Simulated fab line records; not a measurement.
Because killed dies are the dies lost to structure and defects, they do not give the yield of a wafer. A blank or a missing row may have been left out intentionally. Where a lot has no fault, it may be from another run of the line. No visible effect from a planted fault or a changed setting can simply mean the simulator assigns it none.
Struck lot and sound lot, side by side + flow n5 finfet + 37 steps out of a route of 1938
Sound: these wafers, L922.1, L922.3, L922.5. Struck: wafer L928.5. (L928.6 of the same lot was not struck and is left out.) The cause comes at the end.
At each step with rows: each side's tool, then ch and its chambers, then its first start. Under that, the readings that differ: sound wafers + struck wafers + difference of the means + sigmas: that difference in standard deviations of wafers without a fault.
alike: words and numbers the same on both sides, and readings whose means are apart by under 2 such deviations; not compared: readings that were withheld, readings missing a value for some wafer, numbers with overlapping values and no deviation given by the record, and bounds like >300 which may hide the same value.
A row with sigmas, a row that says differs or no value, or rows on one side alone: a step with any of these is where the two part. Non-overlapping numbers with no deviation appear without sigmas and do not part them. Lack of a reading on every wafer of one side parts them only where that side has two or more wafers.

first, 9 steps without rows for these wafers: N5_STI_FIN_REVEAL_STRIP_35 (strips Si3N4 in H3PO4, target depth 4 nm, time 39 s); N5_STI_FIN_REVEAL_SRD_21 (time 30 s); N5_STI_FIN_REVEAL_OXIDATION_33 (chemistry O2 PLASMA REMOTE, time 20 s); N5_STI_FIN_REVEAL_CLEAN_19 (cleans in O3/DIW, time 120 s); N5_STI_FIN_REVEAL_SRD_23 (time 30 s); N5_STI_FIN_REVEAL_PRECLEAN_18 (cleans in SC2, time 45 s); N5_STI_FIN_REVEAL_SRD_28 (time 30 s); N5_DUMMY_GATE_PRECLEAN_00 (cleans in O3/DIW, time 60 s); N5_DUMMY_GATE_SRD_01 (time 30 s).
N5_DUMMY_GATE_ALD_02: deposits SiO2, target thk 2 nm, pulse time 1 s.
  sound on ald sin-02 ch 0,1, day 4 04:01; struck on ald sin-02 ch 0, day 5 13:15
| reading                                     | sound | struck | difference | sigmas |
|---------------------------------------------|-------|--------|------------|--------|
| model.SiO2_of_DUMMY_GATE_ALD_02.thk nm (nm) | 2 2 2 | 2.6    | +0.6       |        |
  alike: heater power outer w, heater power w, precursor pulse height rel
then, 24 steps without rows for these wafers: N5_DUMMY_GATE_CVD_03 (deposits a-Si from SiH4, target thk 150 nm, time 8042 s); N5_DUMMY_GATE_PRECLEAN_46 (cleans in DIW, time 89.5 s); N5_DUMMY_GATE_SRD_47 (dry time 32 s); N5_DUMMY_GATE_CMP_04 (polishes a-Si); N5_DUMMY_GATE_HM_DEP_06 (deposits SiNx from DCS/NH3, target thk 80 nm, time 5141 s); N5_DUMMY_GATE_PECVD_30 (deposits SiO2 from TEOS/O2, target thk 55 nm, time 10.8 s); N5_DUMMY_GATE_COAT_34 (time 60 s, resist thk 60 nm); N5_DUMMY_GATE_COAT_35 (time 60 s, resist thk 10 nm); N5_DUMMY_GATE_COAT_28 (time 60 s, resist thk 10 nm); N5_DUMMY_GATE_COAT_09 (resist thk 30 nm); N5_DUMMY_GATE_EBR_11; N5_DUMMY_GATE_SOFTBAKE_10 (time 60 s); N5_DUMMY_GATE_EXPOSE_12 (exposes mask GATE, target cd 25 nm); N5_DUMMY_GATE_PEB_13 (peb time 60 s); N5_DUMMY_GATE_DEVELOP_14 (develop time 30 s); N5_DUMMY_GATE_DESCUM_20 (chemistry O2, time 6.2 s); N5_DUMMY_GATE_ETCH_29 (etches underlayer in N2/H2, target depth 13 nm); N5_DUMMY_GATE_ETCH_36 (etches SiARC in CF4, target depth 13 nm); N5_DUMMY_GATE_ETCH_37 (etches SOC in N2/H2, target depth 60 nm, overetch 30 nm); N5_DUMMY_GATE_STRIP_38 (strips in N2/H2); N5_DUMMY_GATE_STRIP_39 (strips in N2/H2); N5_DUMMY_GATE_TRIM_49 (chemistry O2, time 29 s, target cd 14 nm); N5_DUMMY_GATE_STRIP_40 (strips in CF4); N5_DUMMY_GATE_ETCH_31 (etches SiO2 in C4F6/O2, target depth 82.5 nm, time 27.5 s).
N5_DUMMY_GATE_ETCH_44: etches poly-Si in HBr/O2, stops on SiO2, target depth 127.5 nm.
  sound on rie si-03 ch 0,2,3, day 4 13:22; struck on rie si-05 ch 0, day 6 00:59
| reading                                     | sound | struck | difference | sigmas |
|---------------------------------------------|-------|--------|------------|--------|
| model.SiO2_of_DUMMY_GATE_ALD_02.thk nm (nm) | 2 2 2 | 2.6    | +0.6       |        |
  alike: drypump motor current A, oes product au, throttle valve pct
  not compared: rf hours counter h
-- record jumps: 5 days separate the struck wafers' starts on either side; left off in module DUMMY_GATE, taken up again in module BEOL_M4, whose first shown step is the route's number 1111 --
N5_BEOL_M4_RC_MEAS_101:
  sound on prober-01 ch 0, day 9 08:35; struck on prober-02 ch 0, day 10 22:35
| reading         | sound                | struck | difference | sigmas |
|-----------------|----------------------|--------|------------|--------|
| EOT_N           | 10.45 10.63 10.54    | 11.74  | +1.20      | +12    |
| EOT_P           | 10.57 10.50 10.41    | 11.72  | +1.23      | +12    |
| IGATE_N (nA/um) | 0.0126 0.0114 0.0134 | 0.0032 | -0.0093    | -5     |
| IGATE_P (nA/um) | 0.0036 0.0033 0.0039 | 0.0010 | -0.0026    | -5     |
| ION_N (uA/um)   | 693 647 663          | 643    | -25        | -2     |
  alike: DIBL_N, DIBL_P, IOFF_N, IOFF_P, ION_P, SS_N, SS_P, VT_N, VT_P
-- a jump in the record: the struck wafers' starts before and after are 5 days apart (it breaks off in module BEOL_M4 and resumes in module PASSIVATION, where the first step shown is number 1936 of the route) --
N5_PASSIVATION_PROBE_49:
  struck on prober-01, day 15 16:41; sound on prober-02, day 13 22:20
| reading     | sound    | struck | difference | sigmas |
|-------------|----------|--------|------------|--------|
| killed open | 86 70 82 | 112    | +33        | +3     |
  alike: defect limited yield, killed_at_M0_to_M3, killed_at_M4_up, killed at contacts, killed at front end, killed at other, killed dies, killed short, sort_bin_5_function, sort_bin_6_memory, sort_bin_8_speed, sort n pass, sort yield pct
  not compared: sort_bin_4_leakage

== WHERE THEY PART ==
At N5_BEOL_M4_RC_MEAS_101 first; at N5_PASSIVATION_PROBE_49 last (within this record only).

WHY: the cause the simulator had injected
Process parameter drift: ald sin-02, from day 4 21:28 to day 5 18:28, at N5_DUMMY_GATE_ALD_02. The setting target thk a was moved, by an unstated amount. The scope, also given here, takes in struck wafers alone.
